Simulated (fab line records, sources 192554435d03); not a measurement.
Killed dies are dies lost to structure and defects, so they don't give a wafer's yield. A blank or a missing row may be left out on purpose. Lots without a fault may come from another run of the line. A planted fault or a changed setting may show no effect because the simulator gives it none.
Split-lot experiment | flow n5_finfet | 7 lots, 21 wafers read, on a route of 1938 steps

THE SPLIT
At N5_DUMMY_GATE_COAT_28 (time 60 s, resist thk 10 nm), the setting spin_rpm was moved away from the recipe's 1500 rpm on 4 of the 21 wafers read, by -7.7% to +7.5%. The other wafers ran this setting at the recipe's value.

The reading is taken at the split's own step.

THE READING
underlayer_of_DUMMY_GATE_COAT_28.thk_nm (the simulator's own value, which no gauge read), in nm, at N5_DUMMY_GATE_COAT_28 (time 60 s, resist thk 10 nm). The file gives no usual value for it.

wafer  | tool, chamber at the split | spin_rpm as run, rpm | against the recipe | underlayer_of_DUMMY_GATE_COAT_28.thk_nm, nm | against lot-mates on the recipe
L074.2 | litho_track-01, 0          | 1439                 | -4.1%              | 10.2                                        | +0.2
L074.5 | litho_track-01, 0          | 1500                 | recipe             | 10                                          | -
L074.6 | litho_track-01, 0          | 1500                 | recipe             | 10                                          | -
L075.1 | litho_track-01, 0          | 1500                 | recipe             | 10                                          | -
L075.3 | litho_track-01, 0          | 1500                 | recipe             | 10                                          | -
L075.5 | litho_track-01, 0          | 1500                 | recipe             | 10                                          | -
L078.3 | litho_track-04, 0          | 1500                 | recipe             | 10                                          | -
L078.5 | litho_track-04, 0          | 1500                 | recipe             | 10                                          | -
L078.6 | litho_track-04, 0          | 1500                 | recipe             | 10                                          | -
L080.2 | litho_track-02, 0          | 1500                 | recipe             | 10                                          | -
L080.4 | litho_track-02, 0          | 1500                 | recipe             | 10                                          | -
L080.5 | litho_track-02, 0          | 1500                 | recipe             | 10                                          | -
L084.1 | litho_track-04, 0          | 1500                 | recipe             | 10                                          | -
L084.3 | litho_track-04, 0          | 1500                 | recipe             | 10                                          | -
L084.2 | litho_track-04, 0          | 1384                 | -7.7%              | 10.4                                        | +0.4
L086.1 | litho_track-04, 0          | 1500                 | recipe             | 10                                          | -
L086.4 | litho_track-04, 0          | 1500                 | recipe             | 10                                          | -
L086.2 | litho_track-04, 0          | 1613                 | +7.5%              | 9.6                                         | -0.4
L092.1 | litho_track-01, 0          | 1600                 | +6.7%              | 9.6                                         | -0.4
L092.3 | litho_track-01, 0          | 1500                 | recipe             | 10                                          | -
L092.4 | litho_track-01, 0          | 1500                 | recipe             | 10                                          | -

THE FIT
A straight line over all 21 wafers: underlayer_of_DUMMY_GATE_COAT_28.thk_nm changes by -0.054 nm for each +1% of spin_rpm; r = -1.00; the points scatter about the line by 0.011 nm.
The same after taking each lot's own level away (the mean of its wafers on the recipe; 21 wafers): -0.054 nm for each +1%; r = -1.00; scatter 0.011 nm.
On that fit, the largest move of spin_rpm shifts the reading by 0.42 nm.
The lots' own levels span 10.00 to 10.00 nm.
So the lot-to-lot level changes the slope little: the two slopes agree.
Check: with one of the wafers moved furthest among these (-7.7%) left out of the fit, the line predicts +0.423 nm for it against its lot-mates. It came out at +0.4 nm against them.

OTHER SPLITS ON THESE WAFERS
These wafers also went through other splits before the reading. Each is held against what the fit with the lots' levels taken away leaves over:
other split on the same wafers                    | wafers away from the commonest value | r with underlayer_of_DUMMY_GATE_COAT_28.thk_nm (lot level and that fit taken away)
N5_PMOS_HMC_CHANNEL_EPI_PEB_07 peb_temp_c         | 4                                    | -0.11
N5_PMOS_HMC_CHANNEL_EPI_DEVELOP_08 develop_time_s | 9                                    | -0.01
N5_FIN_SAQP_HM_DEP_72 time_s                      | 8                                    | +0.06
N5_FIN_SAQP_DESCUM_21 time_s                      | 8                                    | -0.09
N5_FIN_CUT_EXPOSE_05 dose_mj                      | 9                                    | +0.28
N5_FIN_CUT_ETCH_21 bias_w                         | 9                                    | +0.22
N5_DUMMY_GATE_COAT_35 spin_rpm                    | 6                                    | +0.24

THE FILE'S OWN FIT
underlayer_of_DUMMY_GATE_COAT_28.thk_nm changes by -0.054 nm for each +1% of spin_rpm, r = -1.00.
